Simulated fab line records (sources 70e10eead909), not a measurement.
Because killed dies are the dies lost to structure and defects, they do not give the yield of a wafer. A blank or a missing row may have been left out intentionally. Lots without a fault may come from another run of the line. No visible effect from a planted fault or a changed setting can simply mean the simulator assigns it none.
fab line records	flow nandHarc
record lots=6	wafers=18	lastDay=33
route steps=1302 shown A_CHANNEL_HOLE_D2@600 A_CHANNEL_FILL_D2@610 A_STAIRCASE@639 END@1302
lots with no fault: from the same line, run without faults
startH: hours from the record's opening day to when the first of the lot's shown wafers began	waitH: hours since the lot's step before	" identical to the entry in the row above	L1.1+2: a row that stands for several wafers	- value missing, or start not given	* or withheld: withheld	< > ~ a bound
route shown NAME@n: NAME is a module with steps in the file, n the number in the route of the first one	usual: mean/standard deviation of fault-free wafers	same: alike in all rows	chamber/n: place in a boat	sites: each site's reading	_std_site: standard deviation of those values	_edge_site: mean of outer sites minus mean of inner sites	radiusMm: for every site, how far away it sits from the centre of the wafer	mask NAME#n: copy n	behind: tool/chamber where the wafer was last shaped	hold: why the lot was held/for how many hours/how that ended	device: the n, p or np transistor that did not switch	end of line: the same wafers' tests at the end of the route	step lacking rows: just its recipe	killed: dies that structure and defects cost at the first sort, which is not the same as the wafer's yield	map: dies across one wafer; x = killed, . = not, _ = none there
set.NAME: the run value of the setting; set.NAME@STEP: its run value at that earlier step	model.NAME: the simulator's own value behind a step, which no gauge read
lots at some steps of the route; a table a step, a row a wafer
services: from which hour (startH, from the record's first day; less than 0 if before it) a tool's chamber was out of use, for how many hours, and why
## steps
# step NHARC_A_CHANNEL_HOLE_D2_STRIP_41
# recipe n2FlowSccm=150	h2FlowSccm=150	arFlowSccm=0	biasW=0	chemistry=N2/H2
# step NHARC_A_CHANNEL_HOLE_D2_STRIP_42
# recipe cf4FlowSccm=100	chf3FlowSccm=30	arFlowSccm=0	biasW=0	chemistry=CF4/CHF3
# step NHARC_A_CHANNEL_HOLE_D2_STRIP_43
# recipe o2FlowSccm=400	cosFlowSccm=20	arFlowSccm=0	biasW=0	chemistry=O2/COS
# step NHARC_A_CHANNEL_HOLE_D2_ETCH_44
# recipe targetDepthA=1400	overetchA=140	timeS=77	ionEnergyEv=100	cf4FlowSccm=80	o2FlowSccm=20	arFlowSccm=0	rfW=300	biasW=100	chemistry=CF4/O2
# usual cf4FlowSccm=80.00/0.27	drypumpMotorCurrentA=5.6/0.35	mfcArSccm=0.010/0.01	o2FlowSccm=20.00/0.057	oesProductAu=1.003/0.0097	rfVppV=197.6/1.4	showerheadPlenumPTorr=1.33/0.055	throttleValvePct=13.398/0.0094
lot.wafer	tool	chamber	startH	waitH	cf4FlowSccm	drypumpMotorCurrentA	mfcArSccm	o2FlowSccm	oesProductAu	rfHoursCounterH	rfVppV	showerheadPlenumPTorr	throttleValvePct
L724.4	rieDiel-12	3	305.29	0.0	79.82	5.9	0.025	20.04	1.009	1.9	196.2	1.28	13.405
L724.3	"	0	"	"	80.09	5.5	0	19.89	1.002	1.6	199.2	1.40	13.399
L724.1	"	1	"	"	80.61	6.2	0.011	19.89	0.984	1.1	198.4	1.32	13.395
L726.1	rieDiel-12	1	336.22	0.0	80.14	6.2	0.011	20.01	1.004	2.7	198.0	1.32	13.401
L726.2	"	2	"	"	80.28	5.1	0	19.99	1.005	3.1	196.8	1.27	13.399
L726.4	"	0	"	"	80.07	5.5	0	19.93	1.010	3.2	198.9	1.40	13.408
L730.4	rieDiel-05	0	380.20	0.1	79.81	5.2	0.017	19.98	0.996	-	198.7	1.42	13.397
L730.6	"	1	"	"	79.95	5.4	0	19.97	0.997	-	199.5	1.39	13.406
L730.5	"	2	"	"	80.21	5.6	0	20.03	1.000	-	196.6	1.29	13.401
L734.3	rieDiel-12	0	408.98	0.1	80.51	5.5	0	19.90	1.012	8.0	197.4	1.40	13.394
L734.2	"	1	"	"	80.05	6.3	0.011	19.97	0.988	7.4	197.6	1.32	13.405
L734.5	"	3	"	"	80.16	5.9	0.025	20.01	1.012	-	196.7	1.27	13.397
L733.1	rieDiel-02	2	409.21	0.1	80.51	5.3	0.004	20.05	1.020	0.6	197.5	1.27	13.398
L733.4	"	3	"	"	80.34	5.2	0.013	19.90	1.004	0.4	198.3	1.37	13.408
L733.5	"	2	"	"	80.23	5.3	0.004	20.05	1.013	-	195.4	1.27	13.398
L744.4	rieDiel-02	1	527.84	0.1	80.31	5.7	0.012	20.10	1.002	6.8	198.5	1.37	13.391
L744.3	"	2	"	"	80.07	5.3	0.004	20.05	1.009	4.6	195.0	1.27	13.400
L744.6	"	1	"	"	79.78	5.7	0.012	20.06	1.001	-	199.3	1.38	13.393
# step NHARC_A_CHANNEL_HOLE_D2_STRIP_28
# recipe o2FlowSccm=500	arFlowSccm=0	biasW=0	chemistry=O2
# step NHARC_A_CHANNEL_HOLE_D2_PRECLEAN_29
# recipe timeS=*	tempC=50	bathAgeMin=0	chemistry=SC1
# step NHARC_A_CHANNEL_HOLE_D2_SRD_30
# step NHARC_A_CHANNEL_HOLE_D2_CD_MEAS_31
# usual cdNm=90.0/1.2
lot.wafer	tool	chamber	startH	waitH	cdNm
L724.1	cdSem-03	-	306.09	-	88.3
L724.3	"	-	"	"	90.4
L724.4	"	-	"	"	87.4
L726.1	cdSem-03	-	337.01	-	89.1
L726.2	"	-	"	"	91.8
L726.4	"	-	"	"	89.5
L730.4	cdSem-02	-	381.11	-	89.7
L730.5	"	-	"	"	89.6
L730.6	"	-	"	"	86.9
L734.2	cdSem-01	-	409.77	-	90.6
L734.3	"	-	"	"	89.1
L734.5	"	-	"	"	92.3
L733.1	cdSem-01	-	409.99	-	88.6
L733.4	"	-	"	"	89.8
L733.5	"	-	"	"	90.4
L744.3	cdSem-03	-	528.64	-	90.1
L744.4	"	-	"	"	89.2
L744.6	"	-	"	"	89.1
# step NHARC_A_CHANNEL_HOLE_D2_XSEM_32
# recipe landingEnergyEv=35000
# usual botCdNm=74.5/1.3	bowNm=8.68/0.3	tiltDeg=0.08/0.045
lot.wafer	tool	chamber	startH	waitH	botCdNm	bowNm	tiltDeg
L724.1	xsem-02	0	306.18	0.1	72.7	9.27	0.18
L724.3	"	0	"	"	74.9	9.32	0.18
L724.4	"	0	"	"	71.4	9.29	0.18
L726.1	xsem-01	0	337.10	0.1	73.3	8.74	0.11
L726.2	"	0	"	"	76.0	8.72	0.11
L726.4	"	0	"	"	74.3	8.79	0.11
L730.4	xsem-02	0	381.21	0.1	74.3	9.32	0.06
L730.5	"	0	"	"	74.7	9.28	0.06
L730.6	"	0	"	"	71.7	9.34	0.06
L734.2	xsem-01	0	409.86	0.1	75.4	8.76	0.05
L734.3	"	0	"	"	73.8	8.66	0.05
L734.5	"	0	"	"	75.9	8.64	0.05
L733.1	xsem-02	0	410.08	0.1	72.9	8.58	0.11
L733.4	"	0	"	"	74.5	8.52	0.11
L733.5	"	0	"	"	75.2	8.58	0.11
L744.3	xsem-02	0	528.73	0.1	74.7	8.49	0.03
L744.4	"	0	"	"	73.2	8.43	0.03
L744.6	"	0	"	"	73.2	8.43	0.03
# step NHARC_A_CHANNEL_HOLE_D2_INSPECT_40
# usual rawDefectCount=267/86
lot.wafer	tool	chamber	startH	waitH	rawDefectCount
L724.1	defectInspect-01	-	306.28	-	169
L724.3	"	-	"	"	132
L724.4	"	-	"	"	232
L726.1	defectInspect-02	-	337.20	-	156
L726.2	"	-	"	"	260
L726.4	"	-	"	"	264
L730.4	defectInspect-02	-	381.29	-	338
L730.5	"	-	"	"	346
L730.6	"	-	"	"	399
L734.2	defectInspect-01	-	409.95	-	249
L734.3	"	-	"	"	207
L734.5	"	-	"	"	208
L733.1	defectInspect-01	-	410.18	-	283
L733.4	"	-	"	"	425
L733.5	"	-	"	"	262
L744.3	defectInspect-01	-	528.82	-	245
L744.4	"	-	"	"	188
L744.6	"	-	"	"	203
# step NHARC_A_CHANNEL_FILL_D2_PRECLEAN_00
# recipe timeS=*	tempC=50	bathAgeMin=0	chemistry=SC1
# step NHARC_A_CHANNEL_FILL_D2_SRD_01
# step NHARC_A_CHANNEL_FILL_D2_ALD_02
# recipe targetThkA=60	pulseTimeS=10	aldCycles=60	tempC=300	material=SiO2
# usual heaterPowerOuterW=259/28	heaterPowerW=470/44	precursorPulseHeightRel=1.000/0.02
lot.wafer	tool	chamber	startH	waitH	heaterPowerOuterW	heaterPowerW	precursorPulseHeightRel
L724.1	aldHk-03	1	306.75	-	234	432	0.976
L724.3	"	2	"	"	218	448	1.019
L724.4	"	3	"	"	268	492	0.994
L726.4	aldHk-03	3	337.39	-	262	493	0.987
L726.2	"	1	"	"	235	436	1.004
L726.1	"	2	"	"	220	446	0.973
L730.4	aldHk-04	1	381.63	-	241	420	1.007
L730.6	"	3	"	"	246	420	0.975
L730.5	"	0	"	"	308	545	0.988
L734.3	aldHk-04	0	410.15	-	298	538	0.974
L734.2	"	2	"	"	246	413	0.999
L734.5	"	0	"	"	305	555	1.044
L733.4	aldHk-01	1	410.38	-	319	554	0.952
L733.1	"	3	"	"	288	535	0.978
L733.5	"	1	"	"	324	545	0.979
L744.4	aldHk-04	3	529.09	-	242	439	1.009
L744.3	"	0	"	"	305	545	0.992
L744.6	"	2	"	"	246	417	1.012
# step NHARC_A_CHANNEL_FILL_D2_ALD_03
# recipe targetThkA=60	pulseTimeS=60	aldCycles=58	tempC=630	pressureTorr=2	material=SiNx
# step NHARC_A_CHANNEL_FILL_D2_ALD_14
# recipe targetThkA=25	pulseTimeS=10	aldCycles=25	tempC=300	material=SiO2
# step NHARC_A_CHANNEL_FILL_D2_ALD_15
# recipe targetThkA=20	pulseTimeS=60	aldCycles=19	tempC=630	pressureTorr=2	material=SiNx
# step NHARC_A_CHANNEL_FILL_D2_ALD_16
# recipe targetThkA=15	pulseTimeS=10	aldCycles=15	tempC=300	material=SiO2
# step NHARC_A_CHANNEL_FILL_D2_ANNEAL_17
# recipe tempC=850	timeS=1800
# step NHARC_A_CHANNEL_FILL_D2_CVD_18
# recipe targetThkA=30	tempC=550	material=poly-Si
# step NHARC_A_CHANNEL_FILL_D2_ETCHBACK_19
# recipe targetDepthA=50	timeS=1.7	hbrFlowSccm=150	cl2FlowSccm=50	rfW=400	icpW=400	biasW=100	chemistry=HBr/Cl2
# step NHARC_A_CHANNEL_FILL_D2_ETCHBACK_20
# recipe targetDepthA=270	timeS=13.5	c4f8FlowSccm=withheld	o2FlowSccm=8	arFlowSccm=withheld	rfW=600	biasW=1500	chemistry=C4F8/O2/Ar
# usual oesProductAu=1.002/0.019	rfVppV=977/4.6
lot.wafer	tool	chamber	startH	waitH	oesProductAu	rfHoursCounterH	rfVppV
L724.1	rieDiel-13	2	332.54	-	0.995	4	971
L724.3	"	3	"	"	1.011	5	982
L724.4	"	0	"	"	1.018	5	980
L726.4	rieDiel-13	3	364.71	-	1.011	0	982
L726.1	"	0	"	"	1.029	0	980
L726.2	"	1	"	"	1.004	0	981
L730.4	rieDiel-08	1	406.30	-	0.996	5	980
L730.6	"	2	"	"	0.991	-	975
L730.5	"	3	"	"	1.026	-	973
L733.1	rieDiel-13	0	434.42	-	1.011	2	980
L733.4	"	3	"	"	1.011	2	981
L733.5	"	0	"	"	0.999	-	981
L734.3	rieDiel-08	0	434.43	-	0.970	13	981
L734.2	"	2	"	"	0.987	10	974
L734.5	"	3	"	"	0.988	-	972
L744.4	rieDiel-06	3	551.95	-	1.022	2	976
L744.3	"	1	"	"	0.994	2	978
L744.6	"	0	"	"	0.996	-	979
# step NHARC_A_CHANNEL_FILL_D2_STRIP_28
# recipe timeS=20	o2FlowSccm=500	arFlowSccm=0	biasW=0	chemistry=O2
# usual drypumpMotorCurrentA=5.8/0.65	mfcArSccm=0.008/0.011	o2FlowSccm=500.2/1.7	oesProductAu=1.006/0.011	rfVppV=57.8/0.92	showerheadPlenumPTorr=3.52/0.11	throttleValvePct=17.035/0.0091
lot.wafer	tool	chamber	startH	waitH	drypumpMotorCurrentA	mfcArSccm	o2FlowSccm	oesProductAu	rfHoursCounterH	rfVppV	showerheadPlenumPTorr	throttleValvePct
L724.4	rieDiel-13	2	332.63	0.1	5.0	0.012	502.1	0.993	4	57.2	3.31	17.044
L724.1	"	3	"	"	6.3	0	502.6	1.013	5	57.5	3.63	17.024
L724.3	"	0	"	"	5.2	0	497.0	1.022	5	59.3	3.58	17.027
L726.4	rieDiel-13	2	364.81	0.1	5.0	0.012	498.8	1.016	0	59.3	3.31	17.019
L726.1	"	3	"	"	6.3	0	502.0	1.019	0	58.8	3.63	17.024
L726.2	"	0	"	"	5.2	0	499.3	1.010	0	58.4	3.58	17.043
L730.4	rieDiel-08	2	406.37	0.1	5.4	0	501.7	0.988	5	56.5	3.42	17.046
L730.6	"	1	"	"	5.8	0	501.3	0.981	-	59.7	3.59	17.033
L730.5	"	2	"	"	5.3	0	501.0	0.992	-	55.9	3.42	17.038
L733.4	rieDiel-13	2	434.51	0.1	5.0	0.012	500.4	0.999	2	57.0	3.31	17.035
L733.1	"	0	"	"	5.2	0	500.5	1.004	2	59.9	3.58	17.036
L733.5	"	2	"	"	5.0	0.012	499.1	1.002	-	58.2	3.31	17.019
L734.2	rieDiel-08	1	434.52	0.1	5.8	0	498.8	0.993	11	57.7	3.58	17.006
L734.3	"	2	"	"	5.4	0	502.3	1.004	10	58.7	3.41	17.041
L734.5	"	0	"	"	6.8	0	499.9	1.008	-	58.1	3.63	17.027
L744.4	rieDiel-06	2	552.05	0.1	5.8	0	500.2	0.998	2	55.9	3.41	17.041
L744.3	"	3	"	"	5.1	0	500.0	1.017	2	57.9	3.46	17.044
L744.6	"	1	"	"	5.2	0	499.0	0.987	-	57.1	3.48	17.028
# step NHARC_A_CHANNEL_FILL_D2_PRECLEAN_21
# recipe timeS=30	chemistry=dHF
# step NHARC_A_CHANNEL_FILL_D2_SRD_23
# step NHARC_A_CHANNEL_FILL_D2_CVD_05
# recipe targetThkA=50	tempC=550	material=poly-Si
# step NHARC_A_CHANNEL_FILL_D2_ANNEAL_22
# recipe tempC=620	timeS=7200
# step NHARC_A_CHANNEL_FILL_D2_ALD_25
# recipe targetThkA=600	pulseTimeS=10	aldCycles=600	tempC=300	material=SiOx
# step NHARC_A_CHANNEL_FILL_D2_ETCHBACK_08
# recipe targetDepthA=2200	timeS=110	c4f8FlowSccm=20	arFlowSccm=withheld	rfW=600	biasW=300	chemistry=C4F8
# step NHARC_A_CHANNEL_FILL_D2_STRIP_29
# recipe timeS=20	o2FlowSccm=500	arFlowSccm=0	biasW=0	chemistry=O2
# step NHARC_A_CHANNEL_FILL_D2_PRECLEAN_30
# recipe timeS=30	chemistry=dHF
# step NHARC_A_CHANNEL_FILL_D2_SRD_31
# step NHARC_A_CHANNEL_FILL_D2_CVD_09
# recipe targetThkA=1500	tempC=620	pressureMtorr=200	timeS=3000	material=poly-Si
# step NHARC_A_CHANNEL_FILL_D2_CMP_10
# recipe targetThkNm=150
# step NHARC_A_CHANNEL_FILL_D2_SRD_12
# step NHARC_A_CHANNEL_FILL_D2_RTA_24
# recipe tempC=1000	timeS=5
# usual lampPowerPct=30.9/1.8	wafer_temp_C_max=1004.2/1.2
lot.wafer	tool	chamber	startH	waitH	lampPowerPct	wafer_temp_C_max
L724.1	rtpAnneal-01	0	356.56	0.2	32.6	1003.8
L724.3	"	0	"	"	32.6	1003.1
L724.4	"	0	"	"	32.6	1003.8
L726.1	rtpAnneal-01	0	388.41	0.0	32.6	1003.3
L726.2	"	0	"	"	32.6	1004.6
L726.4	"	0	"	"	32.6	1003.3
L730.4	rtpAnneal-01	0	435.16	0.1	32.6	1002.7
L730.5	"	0	"	"	32.6	1003.0
L730.6	"	0	"	"	32.5	1002.6
L734.2	rtpAnneal-02	0	458.09	0.1	29.0	1004.2
L734.3	"	0	"	"	29.0	1003.3
L734.5	"	0	"	"	29.0	1005.3
L733.1	rtpAnneal-01	0	458.13	0.1	32.6	1003.1
L733.4	"	0	"	"	32.6	1002.5
L733.5	"	0	"	"	32.5	1002.7
L744.3	rtpAnneal-01	0	575.64	0.1	32.6	1002.9
L744.4	"	0	"	"	32.5	1003.3
L744.6	"	0	"	"	32.6	1002.7
# step NHARC_A_STAIRCASE_DEP_156
# recipe targetThkA=500	tempC=400	targetThkNm=50	flowSccm=200	rfW=450	material=SiNx
# step NHARC_A_STAIRCASE_DEHYDRATE_158
# recipe tempC=150	timeS=120
# step NHARC_A_STAIRCASE_HMDS_159
# recipe timeS=30
# step NHARC_END_SORT_01
# recipe tempC=25
# usual killedAtArray=57/20	killedAtOther=1.0/1.5	killedAtPeriphery=3.5/2.5	killedDies=62/21	killedOpen=3.5/1.9	killedShort=2.4/1.6
# same grossDies=677
lot.wafer	tool	chamber	startH	waitH	killedAtArray	killedAtOther	killedAtPeriphery	killedDies	killedOpen	killedShort
L724.1	prober-01	0	575.48	2.6	19	2	4	25	4	4
L724.3	prober-01	0	577.10	3.2	18	0	0	18	1	1
L724.4	prober-01	0	577.92	3.5	22	1	1	24	2	2
L730.4	prober-01	0	647.98	3.4	112	2	4	118	8	4
L730.5	prober-01	0	648.79	3.7	175	0	3	178	4	1
L730.6	prober-01	0	649.59	4.0	153	1	5	159	3	1
L733.1	prober-02	0	680.07	2.5	70	0	4	74	2	2
L733.4	prober-02	0	682.50	3.4	74	1	4	79	7	2
L733.5	prober-02	0	683.31	3.7	58	1	7	66	5	2
L734.2	prober-01	0	680.81	2.8	91	0	3	94	3	0
L734.3	prober-01	0	681.60	3.1	123	2	1	126	4	2
L734.5	prober-01	0	683.19	3.7	115	0	2	117	5	2
# killed by level:class
L724.1 A_CHANNEL_HOLE_D2:chamberFilmFlake=8 A_CONTACT:chamberFilmFlake=3 P_CONTACT:geometricParticle:open=2 A_ONON_D2:geometricParticle:short=2 THIN_TSV:chamberFilmFlake=2 P_M1:geometricParticle:short=1 A_CHANNEL_FILL_D1:geometricParticle:short=1 A_DECK1_JOINT:geometricParticle:open=1
L724.3 A_CHANNEL_HOLE_D2:chamberFilmFlake=8 A_STAIRCASE:chamberFilmFlake=3 A_CHANNEL_HOLE_D1:chamberFilmFlake=2 A_CONTACT:chamberFilmFlake=2 A_ZERO_WELL:chamberFilmFlake=1 A_SGD_CUT:geometricParticle:open=1 A_WL_FILL:geometricParticle:short=1
L724.4 A_CHANNEL_HOLE_D2:chamberFilmFlake=8 A_CHANNEL_HOLE_D1:chamberFilmFlake=3 A_STAIRCASE:chamberFilmFlake=3 A_CONTACT:chamberFilmFlake=3 P_M1:geometricParticle:open=1 A_ONON_D2:geometricParticle:open=1 A_CHANNEL_FILL_D2:geometricParticle:short=1 A_WL_FILL:geometricParticle:short=1
L730.4 A_CHANNEL_HOLE_D2:chamberFilmFlake=34 A_CHANNEL_FILL_D2:unspecified=32 A_SLIT:chamberFilmFlake=24 A_CHANNEL_HOLE_D1:chamberFilmFlake=5 A_WL_FILL:chamberFilmFlake=3 A_WL_FILL:geometricParticle:short=2 A_DECK1_JOINT:chamberFilmFlake=2 THIN_TSV:chamberFilmFlake=2
L730.5 A_CHANNEL_FILL_D2:unspecified=99 A_CHANNEL_HOLE_D2:chamberFilmFlake=32 A_SLIT:chamberFilmFlake=30 A_CHANNEL_HOLE_D1:chamberFilmFlake=6 P_ZERO_WELL:chamberFilmFlake=2 A_DECK1_JOINT:chamberFilmFlake=2 P_M1:geometricParticle:open=1 A_ONON_D1:geometricParticle:short=1
L730.6 A_CHANNEL_FILL_D2:unspecified=78 A_SLIT:chamberFilmFlake=31 A_CHANNEL_HOLE_D2:chamberFilmFlake=27 A_CHANNEL_HOLE_D1:chamberFilmFlake=6 P_GATE:chamberFilmFlake=3 A_WL_FILL:chamberFilmFlake=3 A_CONTACT:chamberFilmFlake=3 P_GATE:geometricParticle:short=1
L733.1 A_CHANNEL_HOLE_D1:chamberFilmFlake=32 A_CHANNEL_HOLE_D2:chamberFilmFlake=18 A_STAIRCASE:chamberFilmFlake=9 A_SLIT:chamberFilmFlake=3 P_M2:chamberFilmFlake=2 P_CONTACT:geometricParticle:open=1 A_CHANNEL_HOLE_D1:geometricParticle:open=1 A_CHANNEL_FILL_D2:geometricParticle:short=1
L734.2 A_CHANNEL_FILL_D2:unspecified=66 A_CHANNEL_HOLE_D1:chamberFilmFlake=7 A_CONTACT:chamberFilmFlake=6 A_STAIRCASE:chamberFilmFlake=4 A_CHANNEL_HOLE_D2:chamberFilmFlake=2 A_SLIT:chamberFilmFlake=2 P_GATE:geometricParticle:open=1 A_ONON_D1:geometricParticle:open=1
L734.3 A_CHANNEL_FILL_D2:unspecified=102 A_WL_FILL:chamberFilmFlake=4 A_CHANNEL_FILL_D1:chamberFilmFlake=3 A_STAIRCASE:chamberFilmFlake=3 A_CHANNEL_HOLE_D2:chamberFilmFlake=2 A_SLIT:chamberFilmFlake=2 THIN_TSV:chamberFilmFlake=2 P_M0:geometricParticle:open=1
L733.4 A_CHANNEL_HOLE_D1:chamberFilmFlake=37 A_CHANNEL_HOLE_D2:chamberFilmFlake=20 A_STAIRCASE:chamberFilmFlake=4 A_CONTACT:chamberFilmFlake=3 A_ONON_D2:geometricParticle:open=2 A_M1:geometricParticle:open=2 P_STI:chamberFilmFlake=2 A_CHANNEL_FILL_D2:chamberFilmFlake=2
L734.5 A_CHANNEL_FILL_D2:unspecified=100 A_STAIRCASE:chamberFilmFlake=4 A_CHANNEL_HOLE_D1:chamberFilmFlake=2 A_CHANNEL_HOLE_D2:chamberFilmFlake=2 P_GATE:geometricParticle:open=1 P_M1:geometricParticle:open=1 A_ONON_D1:geometricParticle:open=1 A_ONON_D1:geometricParticle:short=1
L733.5 A_CHANNEL_HOLE_D1:chamberFilmFlake=24 A_CHANNEL_HOLE_D2:chamberFilmFlake=19 A_CONTACT:chamberFilmFlake=4 A_SLIT:chamberFilmFlake=3 P_M0:geometricParticle:open=2 A_STAIRCASE:chamberFilmFlake=2 P_CONTACT:geometricParticle:short=1 P_CONTACT:geometricParticle:open=1
# map L730.5 (x killed, . not)
____________.____________
_________......._________
_______..........._______
______.............______
_____..............._____
____..xx......x.x....____
____.................____
___....x........x.x...___
___..............x....___
__..............x.x....__
__.............xxx.xx..__
_...............xxx....._
_.........x.....xxxxx..._
_............xx.x......._
_...............xx.x...._
_..............xxxx....x_
.............x..x..x.....
..............xx.........
............x.xxxx.......
...........xxxxxx........
....x.....x.xxxxxxx......
_xx.xx.....xxxxxxxx....x_
_x.xxx....xxxxxxxx......_
_..xxx.....xxxxxxxx....._
_xxxxxx...xxxxxxxxxx...._
_xxxxx....xxxxxxxxxx...._
__xxx.....xxxxxxxxx....__
__xx...x...xxxxxxxx....__
___xxx......xxxxxxx...___
___x..x....xxxxxxx.x..___
____.......xx.x......____
____.......x..xx.....____
_____.......x......._____
______.............______
_______....x......_______
_________......._________
____________.____________
# map L734.3 (x killed, . not)
____________.____________
_________......._________
_______...x......._______
______.............______
_____..............._____
____.................____
____.................____
___...............x...___
___........x..........___
__......x...........x..__
__...x...........x.....__
_...............xx......_
_.....................x._
_....................x.._
_................xx....._
_......................._
............x..........x.
...................x.....
...x.........x.xx.x......
............xxxx.x.......
x.........x.xxxxxxx......
_.........xxxxxxxxxx...._
_..........xxxxxxxxx...._
_x........xxxxxxxxxx...._
_...x.....xxxxxxxxxx...._
_.........xxxxxxxxx....._
__........xxxxxxxxxx...__
__........xxxxxxxx.x...__
___......x.xxxxxxx....___
___..........xxxxxx...___
____.........xxx.....____
____..........x......____
_____......x........_____
______......x..xx..______
_______..........._______
_________......._________
____________.____________
## services
tool	chamber	startH	hours	kind
rieDiel-12	1	287.32	1.9	repair
rieDiel-13	2	302.28	3.7	repair
rieDiel-06	-	307.20	9.0	pm
rieDiel-13	2	314.62	6.3	repair
rieDiel-08	1	320.05	12.0	repair
rieDiel-08	0	323.71	1.2	repair
rieDiel-13	0	326.27	3.7	repair
rieDiel-06	0	331.49	2.1	repair
rieDiel-13	-	342.00	9.0	pm
rieDiel-08	-	359.58	1.2	repair
rieDiel-08	-	367.80	9.0	pm
rtpAnneal-01	-	372.23	12.0	pm
rieDiel-12	3	393.75	4.5	repair
aldHk-04	-	432.00	10.0	pm
rieDiel-12	-	445.40	9.0	pm
rieDiel-12	0	457.73	8.2	repair
rieDiel-13	0	479.32	7.5	repair
rieDiel-13	0	494.18	1.9	repair
rieDiel-13	-	519.00	9.0	pm
rieDiel-13	0	534.75	1.9	repair
rieDiel-08	-	536.17	0.4	repair
rieDiel-08	-	544.87	9.0	pm
rieDiel-12	3	561.75	4.6	repair
rieDiel-13	3	565.18	9.4	repair
## key
firstSign step=NHARC_END_SORT_01	reading=killedAtArray	direction=up	sigmas=3.5	usual=57	struck=128	wafersMoved=5
effect step=NHARC_END_SORT_01	reading=killedDies	direction=up	sigmas=3.3	usual=62	struck=132	wafersMoved=5
moreKillsBornAt NHARC_A_CHANNEL_FILL_D2_ALD_02@aldHk-04=477
metAt NHARC_A_CHANNEL_FILL_D2_ALD_02
struckWafers L730.4,L730.5,L730.6,L734.2,L734.3,L734.5
testerLeftOut L730,L734
alsoFits NHARC_A_CHANNEL_FILL_D2_ETCHBACK_20:rieDiel-08,NHARC_A_CHANNEL_FILL_D2_STRIP_28:rieDiel-08
fault kind=chamberParticleSource	tool=aldHk-04	chamber=-	onsetH=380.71	steps=NHARC_A_CHANNEL_FILL_D2_ALD_02	ratePerVisitCm2=1.792	endH=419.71
# testerLeftOut: of these lots the tester's yield and bins aren't shown, on N5 and GAA mostly nor the transistor test; their killed dies are dies lost to structure and defects alone, not to doping, threshold or leakage, so they don't give the yield
